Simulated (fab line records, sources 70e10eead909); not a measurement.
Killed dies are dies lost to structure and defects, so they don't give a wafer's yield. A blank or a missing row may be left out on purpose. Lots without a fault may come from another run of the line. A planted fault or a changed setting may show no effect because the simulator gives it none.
Tool commonality check | flow nand_harc | 11 lots, 33 wafers sampled

WHY IT WAS OPENED
At NHARC_A_CONTACT_INSPECT_10 the reading raw_defect_count is flagged on 2 of 11 lots. Wafers without a fault read 31, standard deviation 17.
Rule: a lot is flagged when every wafer of it that has a number lies more than 4 standard deviations from that mean, or none has a number. The other lots count as sound.

lot  | measured     | on                | raw_defect_count, wafer by wafer | flag
L970 | day 16 23:05 | defect_inspect-02 | 22 20 24                         |
L972 | day 17 07:11 | defect_inspect-02 | 18 19 27                         |
L976 | day 18 23:05 | defect_inspect-02 | 28 25 21                         |
L979 | day 19 17:53 | defect_inspect-02 | 547 500 503                      | FLAGGED
L980 | day 19 21:22 | defect_inspect-01 | 491 463 501                      | FLAGGED
L984 | day 20 16:58 | defect_inspect-01 | 18 13 14                         |
L987 | day 20 22:58 | defect_inspect-01 | 35 27 40                         |
L986 | day 21 05:02 | defect_inspect-01 | 20 34 27                         |
L988 | day 21 17:34 | defect_inspect-02 | 37 50 41                         |
L992 | day 22 08:12 | defect_inspect-02 | 11 11 4                          |
L989 | day 22 11:10 | defect_inspect-02 | 72 72 58                         |
The numbers of the flagged lots are 501 on average: +470 against the usual, or +28 standard deviations.

WHICH TOOL RAN EACH LOT
The record holds 1 process step before the reading, out of a route of 1159 steps. In each cell: the tool, then ch and the chambers that the sampled wafers went through, then the start.
lot  | flag    | NHARC_A_CONTACT_DEP_85
L970 |         | pecvd-01 ch 0,2, day 16 22:22
L972 |         | pecvd-04 ch 0,1,2, day 17 06:29
L976 |         | pecvd-04 ch 0,1,2, day 18 22:14
L979 | FLAGGED | pecvd-02 ch 0,1, day 19 17:07
L980 | FLAGGED | pecvd-02 ch 0,1, day 19 20:36
L984 |         | pecvd-01 ch 0,1, day 20 16:07
L987 |         | pecvd-01 ch 0,2, day 20 22:19
L986 |         | pecvd-01 ch 0,1, day 21 04:11
L988 |         | pecvd-04 ch 1,2, day 21 16:51
L992 |         | pecvd-04 ch 0,1,2, day 22 07:32
L989 |         | pecvd-01 ch 0,2, day 22 10:22
What these steps do:
- NHARC_A_CONTACT_DEP_85: deposits SiON, target thk 50 nm.
- NHARC_A_CONTACT_INSPECT_10

FLAGGED OVER TOTAL, TOOL BY TOOL (the gauges that took the reading come last)
step                       | tool              | lots run | flagged | share of the flagged lots | sound lots run after its first flagged lot
NHARC_A_CONTACT_DEP_85     | pecvd-01          | 5        | 0       | none                      | -
NHARC_A_CONTACT_DEP_85     | pecvd-02          | 2        | 2       | all                       | 0
NHARC_A_CONTACT_DEP_85     | pecvd-04          | 4        | 0       | none                      | -
NHARC_A_CONTACT_INSPECT_10 | defect_inspect-01 | 4        | 1       | some                      | 3 (L984,L987,L986)
NHARC_A_CONTACT_INSPECT_10 | defect_inspect-02 | 7        | 1       | some                      | 3 (L988,L992,L989)

WHAT THE TABLE ALLOWS
1 row of the table ran every flagged lot: pecvd-02 at NHARC_A_CONTACT_DEP_85.
- pecvd-02 at NHARC_A_CONTACT_DEP_85: 2 of its 2 lots flagged. It ran no sound lot before its first flagged lot in this sample, so the start can't be narrowed down.
One tool is left: pecvd-02 at NHARC_A_CONTACT_DEP_85.

WHAT THE SIMULATOR HAD PUT IN
Chamber particle source: pecvd-02, from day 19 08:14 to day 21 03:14, at NHARC_A_CONTACT_DEP_85. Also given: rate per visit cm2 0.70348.
Lots struck among those shown: L979, L980. The rule above found the same.
